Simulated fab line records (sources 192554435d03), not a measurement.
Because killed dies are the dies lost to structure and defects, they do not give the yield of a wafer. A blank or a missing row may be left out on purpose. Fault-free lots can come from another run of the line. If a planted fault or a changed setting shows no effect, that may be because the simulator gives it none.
fab line records	flow n5_finfet
record lots=6	wafers=18	last_day=16
route steps=1938 shown BEOL_M1@812 BEOL_M4@1111 PASSIVATION@1936
lots untouched by any fault: they come from a run of this same line in which no faults occurred
start_h: the number of hours between the record's first day and the start of the first shown wafer of the lot	wait_h: hours since the lot's step before	" repeats the value in the row above	L1.1+2: a row that stands for several wafers	- either no value or no given start	* or withheld: withheld	< > ~ a bound
route shown NAME@n: a module of which the file shows steps, and the number in the route of the first	usual: average and standard deviation across the fault-free wafers	same: alike in all rows	chamber/n: place in a boat	sites: each site's reading	_std_site: the standard deviation of these	_edge_site: mean of outer sites minus mean of inner sites	radius_mm: for every site, how far away it sits from the centre of the wafer	mask NAME#n: copy n	behind: the tool/chamber that last shaped the wafer	hold: cause of the lot's hold/its duration in hours/its outcome	device: the transistor (n, p or np) that didn't switch	end of line: the tests these same wafers got at the end of their route	where a step has no rows: the recipe by itself	killed: the dies lost at the first sort to structure and to defects; this is not the yield of the wafer	map: the dies of a wafer, with x for killed, . for not killed, _ for no die there
set.NAME: the setting the step ran with; set.NAME@STEP: the setting that earlier step ran with	model.NAME: the simulator's own value behind a step, which no gauge read
lots at selected steps of the route; one table per step, one row per wafer
## steps
# step N5_BEOL_M1_SURFACE_TREAT_85
# recipe gas=Ar	time_s=*	ion_energy_ev=*	ion_current_ma_cm2=0.5	pressure_mtorr=*	ar_flow_sccm=30
# step N5_BEOL_M1_CVD_47
# recipe material=Co	target_thk_a=30	temp_c=withheld	precursor=CCTBA/H2	pressure_torr=30	time_s=223.8
# step N5_BEOL_M1_SPUTTER_48
# recipe material=Cu	target_thk_a=45	temp_c=-20	chamber_pressure_pa=0.07	power_w=withheld	time_s=8.29
# step N5_BEOL_M1_ANNEAL_49
# recipe temp_c=400	time_s=240	ambient=vacuum
# usual heater_power_w=825/110
lot.wafer	tool	chamber	start_h	wait_h	heater_power_w
L836.2	pvd_sputter-03	-	184.34	0.0	1020
L836.5	"	-	"	"	878
L836.6	"	-	"	"	726
L839.3	pvd_sputter-01	-	199.82	0.0	730
L839.5	"	-	"	"	669
L839.6	"	-	"	"	791
L841.1	pvd_sputter-02	-	211.90	0.0	943
L841.4	"	-	"	"	695
L841.5	"	-	"	"	686
L842.4	pvd_sputter-02	-	215.68	0.0	684
L842.5	"	-	"	"	930
L842.6	"	-	"	"	686
L844.3	pvd_sputter-03	-	234.76	0.0	696
L844.4	"	-	"	"	885
L844.5	"	-	"	"	889
L847.1	pvd_sputter-02	-	253.23	0.0	906
L847.2	"	-	"	"	687
L847.5	"	-	"	"	931
# step N5_BEOL_M1_SPUTTER_79
# recipe material=Cu	target_thk_a=45	temp_c=-20	chamber_pressure_pa=0.07	power_w=withheld	time_s=8.29
# step N5_BEOL_M1_ANNEAL_80
# recipe temp_c=400	time_s=240	ambient=vacuum
# step N5_BEOL_M1_SPUTTER_81
# recipe material=Cu	target_thk_a=45	temp_c=-20	chamber_pressure_pa=0.07	power_w=withheld	time_s=8.29
# usual chamber_pressure_pa=0.07001/0.00014	throttle_valve_pct=30.3/0.93
lot.wafer	tool	chamber	start_h	wait_h	chamber_pressure_pa	throttle_valve_pct
L836.2	pvd_sputter-03	-	184.70	0.1	0.0699	31.3
L836.5	"	-	"	"	0.07001	30.6
L836.6	"	-	"	"	0.06993	29.3
L839.3	pvd_sputter-01	-	200.18	0.1	0.06974	30.8
L839.5	"	-	"	"	0.07009	28.2
L839.6	"	-	"	"	0.06976	30.1
L841.1	pvd_sputter-02	-	212.26	0.1	0.07003	30.3
L841.4	"	-	"	"	0.06968	31.8
L841.5	"	-	"	"	0.07002	32.0
L842.4	pvd_sputter-02	-	216.04	0.1	0.07015	32.2
L842.5	"	-	"	"	0.07001	30.6
L842.6	"	-	"	"	0.07015	31.7
L844.3	pvd_sputter-03	-	235.12	0.1	0.07009	29.1
L844.4	"	-	"	"	0.07012	30.7
L844.5	"	-	"	"	0.07002	30.7
L847.1	pvd_sputter-02	-	253.59	0.1	0.07017	30.0
L847.2	"	-	"	"	0.06978	32.2
L847.5	"	-	"	"	0.06991	30.2
# step N5_BEOL_M1_ANNEAL_82
# recipe temp_c=400	time_s=240	ambient=vacuum
# step N5_BEOL_M1_SPUTTER_86
# recipe material=Cu	target_thk_a=45	temp_c=-20	chamber_pressure_pa=0.07	power_w=withheld	time_s=8.29
# usual chamber_pressure_pa=0.07001/0.00015	throttle_valve_pct=30.3/0.93
lot.wafer	tool	chamber	start_h	wait_h	chamber_pressure_pa	throttle_valve_pct
L836.2	pvd_sputter-03	-	184.92	0.1	0.06995	31.0
L836.5	"	-	"	"	0.07015	30.8
L836.6	"	-	"	"	0.07005	29.6
L839.3	pvd_sputter-01	-	200.40	0.1	0.07014	31.2
L839.5	"	-	"	"	0.06989	28.4
L839.6	"	-	"	"	0.07022	29.9
L841.1	pvd_sputter-02	-	212.48	0.1	0.07022	30.5
L841.4	"	-	"	"	0.06994	32.0
L841.5	"	-	"	"	0.06981	32.0
L842.4	pvd_sputter-02	-	216.26	0.1	0.06997	32.0
L842.5	"	-	"	"	0.06987	30.4
L842.6	"	-	"	"	0.06985	31.8
L844.3	pvd_sputter-03	-	235.34	0.1	0.07002	29.3
L844.4	"	-	"	"	0.06968	31.0
L844.5	"	-	"	"	0.06993	30.8
L847.1	pvd_sputter-02	-	253.81	0.1	0.06987	30.1
L847.2	"	-	"	"	0.06986	32.0
L847.5	"	-	"	"	0.07016	30.5
# step N5_BEOL_M1_ANNEAL_87
# recipe temp_c=400	time_s=240	ambient=vacuum
# usual heater_power_w=823/110
lot.wafer	tool	chamber	start_h	wait_h	heater_power_w
L836.2	pvd_sputter-03	-	185.00	0.0	1043
L836.5	"	-	"	"	874
L836.6	"	-	"	"	718
L839.3	pvd_sputter-01	-	200.48	0.0	720
L839.5	"	-	"	"	676
L839.6	"	-	"	"	775
L841.1	pvd_sputter-02	-	212.56	0.0	933
L841.4	"	-	"	"	685
L841.5	"	-	"	"	691
L842.4	pvd_sputter-02	-	216.34	0.0	695
L842.5	"	-	"	"	911
L842.6	"	-	"	"	701
L844.3	pvd_sputter-03	-	235.42	0.0	701
L844.4	"	-	"	"	913
L844.5	"	-	"	"	876
L847.1	pvd_sputter-02	-	253.89	0.0	866
L847.2	"	-	"	"	693
L847.5	"	-	"	"	927
# step N5_BEOL_M1_SPUTTER_88
# recipe material=Cu	target_thk_a=45	temp_c=-20	chamber_pressure_pa=0.07	power_w=withheld	time_s=8.29
# step N5_BEOL_M1_ANNEAL_89
# recipe temp_c=400	time_s=240	ambient=vacuum
# step N5_BEOL_M1_SPUTTER_90
# recipe material=Cu	target_thk_a=45	temp_c=-20	chamber_pressure_pa=0.07	power_w=withheld	time_s=8.29
# usual chamber_pressure_pa=0.06999/0.00013	throttle_valve_pct=30.4/0.94
lot.wafer	tool	chamber	start_h	wait_h	chamber_pressure_pa	throttle_valve_pct
L836.2	pvd_sputter-03	-	185.36	0.1	0.06993	30.7
L836.5	"	-	"	"	0.06994	31.2
L836.6	"	-	"	"	0.06998	29.7
L839.3	pvd_sputter-01	-	200.84	0.1	0.07004	31.1
L839.5	"	-	"	"	0.06994	28.4
L839.6	"	-	"	"	0.06984	29.8
L841.1	pvd_sputter-02	-	212.92	0.1	0.07007	30.5
L841.4	"	-	"	"	0.06998	31.8
L841.5	"	-	"	"	0.06992	31.9
L842.4	pvd_sputter-02	-	216.70	0.1	0.07443	31.1
L842.5	"	-	"	"	0.07451	29.4
L842.6	"	-	"	"	0.07438	30.9
L844.3	pvd_sputter-03	-	235.78	0.1	0.07006	29.6
L844.4	"	-	"	"	0.07004	30.7
L844.5	"	-	"	"	0.07008	31.0
L847.1	pvd_sputter-02	-	254.25	0.1	0.07479	29.1
L847.2	"	-	"	"	0.07443	31.1
L847.5	"	-	"	"	0.0746	29.1
# step N5_BEOL_M1_ANNEAL_91
# recipe temp_c=400	time_s=240	ambient=vacuum
# usual heater_power_w=824/110
lot.wafer	tool	chamber	start_h	wait_h	heater_power_w
L836.2	pvd_sputter-03	-	185.44	0.0	1070
L836.5	"	-	"	"	866
L836.6	"	-	"	"	714
L839.3	pvd_sputter-01	-	200.92	0.0	747
L839.5	"	-	"	"	676
L839.6	"	-	"	"	788
L841.1	pvd_sputter-02	-	213.00	0.0	882
L841.4	"	-	"	"	692
L841.5	"	-	"	"	694
L842.4	pvd_sputter-02	-	216.78	0.0	701
L842.5	"	-	"	"	947
L842.6	"	-	"	"	687
L844.3	pvd_sputter-03	-	235.86	0.0	719
L844.4	"	-	"	"	884
L844.5	"	-	"	"	877
L847.1	pvd_sputter-02	-	254.33	0.0	876
L847.2	"	-	"	"	686
L847.5	"	-	"	"	935
# step N5_BEOL_M4_RC_MEAS_101
# usual DIBL_N=35.8/1.5	DIBL_P=35.9/1.8	IOFF_N=0.152/0.025	IOFF_P=0.21/0.031	ION_N=672/11	ION_P=462/7.4	SS_N=71.5/0.52	SS_P=73.2/0.54	VT_N=250/3	VT_P=-250/3.3
lot.wafer	tool	chamber	start_h	wait_h	DIBL_N[mV/V]	DIBL_P[mV/V]	IOFF_N[nA/um]	IOFF_P[nA/um]	ION_N[uA/um]	ION_P[uA/um]	SS_N[mV/dec]	SS_P[mV/dec]	VT_N[mV]	VT_P[mV]
L836.2	prober-01	0	231.14	0.2	35.7	35.4	0.155	0.20	669	456	71.2	73.8	249	-252
L836.5	"	0	"	"	36.2	36.6	0.180	0.22	688	469	71.6	73.6	245	-248
L836.6	"	0	"	"	35.2	35.1	0.141	0.20	657	459	71.3	73.5	251	-249
L839.3	prober-01	0	237.07	0.3	35.1	35.8	0.145	0.19	674	462	71.6	74.0	250	-249
L839.5	"	0	"	"	34.8	35.1	0.134	0.18	676	461	71.4	73.3	252	-253
L839.6	"	0	"	"	36.6	37.9	0.180	0.22	681	470	71.3	74.0	247	-252
L841.1	prober-01	0	246.32	0.0	35.7	35.7	0.149	0.20	672	463	71.2	73.1	250	-252
L841.4	"	0	"	"	33.6	33.1	0.120	0.17	662	451	71.3	72.5	252	-255
L841.5	"	0	"	"	34.6	34.6	0.135	0.18	679	467	71.5	72.9	251	-254
L842.4	prober-02	0	262.10	0.5	34.4	35.2	0.132	0.20	667	466	71.5	72.7	252	-250
L842.5	"	0	"	"	35.7	36.7	0.153	0.21	680	465	71.1	73.0	248	-248
L842.6	"	0	"	"	34.7	34.7	0.126	0.19	656	454	71.1	73.1	256	-251
L844.3	prober-01	0	285.21	0.3	35.5	35.8	0.171	0.21	661	456	71.7	73.2	246	-249
L844.4	"	0	"	"	36.2	37.2	0.177	0.23	693	470	70.9	73.8	246	-248
L844.5	"	0	"	"	36.6	37.0	0.176	0.22	672	458	71.3	74.2	248	-248
L847.1	prober-01	0	289.18	0.0	32.4	33.3	0.116	0.20	660	468	71.5	72.3	253	-248
L847.2	"	0	"	"	34.6	35.6	0.152	0.23	689	477	71.6	72.6	250	-247
L847.5	"	0	"	"	34.5	35.4	0.141	0.22	656	459	71.5	73.0	252	-245
# step N5_PASSIVATION_PROBE_49
# usual defect_limited_yield=91.7/1.7	killed_at_M0_to_M3=34/10	killed_at_M4_up=13/5.1	killed_at_contacts=12/6.2	killed_at_front_end=36/12	killed_at_other=3.2/2.6	killed_dies=98/20	killed_open=65/13	killed_short=32/8.4	sort_bin_5_function=4.8/1.1	sort_bin_6_memory=3.2/0.74	sort_bin_8_speed=0.00/0.012	sort_n_pass=1082/20	sort_yield_pct=91.7/1.7
# same gross_dies=1180	killed_at_back_side=0	sort_bin_4_leakage[%]=0
lot.wafer	tool	chamber	start_h	wait_h	defect_limited_yield[%]	killed_at_M0_to_M3	killed_at_M4_up	killed_at_contacts	killed_at_front_end	killed_at_other	killed_dies	killed_open	killed_short	sort_bin_5_function[%]	sort_bin_6_memory[%]	sort_bin_8_speed[%]	sort_n_pass	sort_yield_pct[%]
L836.2	prober-02	-	331.32	0.1	89.3	45	13	9	58	1	126	81	39	5.8	4.6	0	1054	89.3
L841.1	prober-02	-	353.79	0.0	90.0	36	11	17	50	4	118	75	43	5.7	4.1	0	1062	90.0
L841.4	prober-02	-	353.94	0.2	90.8	47	11	7	40	3	108	78	30	4.9	4.1	0	1072	90.8
L841.5	prober-02	-	353.99	0.2	90.6	45	13	12	39	2	111	79	32	6.9	2.5	0	1069	90.6
L842.4	prober-01	-	362.83	0.2	92.5	38	8	5	33	5	89	59	30	4.2	3.1	0	1091	92.5
L842.5	prober-01	-	362.88	0.2	92.2	36	13	4	31	8	92	65	27	4.7	2.7	0	1088	92.2
L842.6	prober-01	-	362.93	0.3	93.2	29	6	12	28	5	80	62	18	3.9	2.6	0	1100	93.2
# killed by level:class
L836.2 BEOL_M1:geometric_particle:open=14 FIN_SAQP:geometric_particle:open=12 STI_FIN_REVEAL:geometric_particle:open=12 FIN_SAQP:geometric_particle:short=11 BEOL_M0_SAQP:geometric_particle:open=11 MOL_CONTACT_COAG:geometric_particle:open=9 BEOL_M0_SAQP:geometric_particle:short=8 DUMMY_GATE:geometric_particle:open=7
L841.1 FIN_SAQP:geometric_particle:short=13 MOL_CONTACT_COAG:geometric_particle:open=13 BEOL_M0_SAQP:geometric_particle:open=11 FIN_SAQP:geometric_particle:open=10 STI_FIN_REVEAL:geometric_particle:open=10 BEOL_M0_SAQP:geometric_particle:short=10 DUMMY_GATE:geometric_particle:open=8 BEOL_M4:geometric_particle:open=7
L841.4 BEOL_M1:geometric_particle:open=13 FIN_SAQP:geometric_particle:open=11 BEOL_M0_SAQP:geometric_particle:short=9 BEOL_M2:geometric_particle:open=9 STI_FIN_REVEAL:geometric_particle:open=8 BEOL_M0_SAQP:geometric_particle:open=8 FIN_SAQP:geometric_particle:short=7 MOL_CONTACT_COAG:geometric_particle:open=6
L841.5 BEOL_M3:geometric_particle:open=13 MOL_CONTACT_COAG:geometric_particle:open=10 FIN_SAQP:geometric_particle:open=7 BEOL_M0_SAQP:geometric_particle:open=7 BEOL_M2:geometric_particle:open=7 BEOL_M0_SAQP:geometric_particle:short=6 STI_FIN_REVEAL:geometric_particle:open=5 BEOL_M1:geometric_particle:open=5
L842.4 BEOL_M0_SAQP:geometric_particle:open=16 BEOL_M0_SAQP:geometric_particle:short=14 FIN_SAQP:geometric_particle:open=11 STI_FIN_REVEAL:geometric_particle:open=5 FIN_SAQP:geometric_particle:short=4 MOL_CONTACT_COAG:geometric_particle:open=4 BEOL_M4:geometric_particle:open=4 GATE_CUT:geometric_particle:short=3
L842.5 BEOL_M0_SAQP:geometric_particle:open=14 DUMMY_GATE:geometric_particle:open=6 BEOL_M0_SAQP:geometric_particle:short=6 BEOL_M2:geometric_particle:open=6 BEOL_M4:geometric_particle:open=6 STI_FIN_REVEAL:geometric_particle:open=5 MOL_CONTACT_COAG:geometric_particle:open=4 BEOL_M1:geometric_particle:open=4
L842.6 STI_FIN_REVEAL:geometric_particle:open=18 BEOL_M0_SAQP:geometric_particle:open=11 MOL_CONTACT_COAG:geometric_particle:open=9 BEOL_M0_SAQP:geometric_particle:short=6 BEOL_M2:geometric_particle:open=6 BEOL_M3:geometric_particle:open=4 FIN_SAQP:geometric_particle:short=3 MOL_CONTACT_COAG:geometric_particle:short=3
## key
first_sign step=N5_BEOL_M1_SPUTTER_90	reading=chamber_pressure_pa	direction=up	sigmas=34	usual=0.06999	struck=0.07452
effect none on later readings
met_at N5_BEOL_M1_SPUTTER_90
struck_wafers L842.4,L842.5,L842.6,L847.1,L847.2,L847.5
onset_between 212.92 216.70
fault kind=process_parameter_drift	tool=pvd_sputter-02	chamber=-	onset_h=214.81	steps=N5_BEOL_M1_SPUTTER_90	channel=chamber_pressure_pa	offset=0.0046236	shape=step	end_h=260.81	acts_in=these_recipes_only	stated=0.07
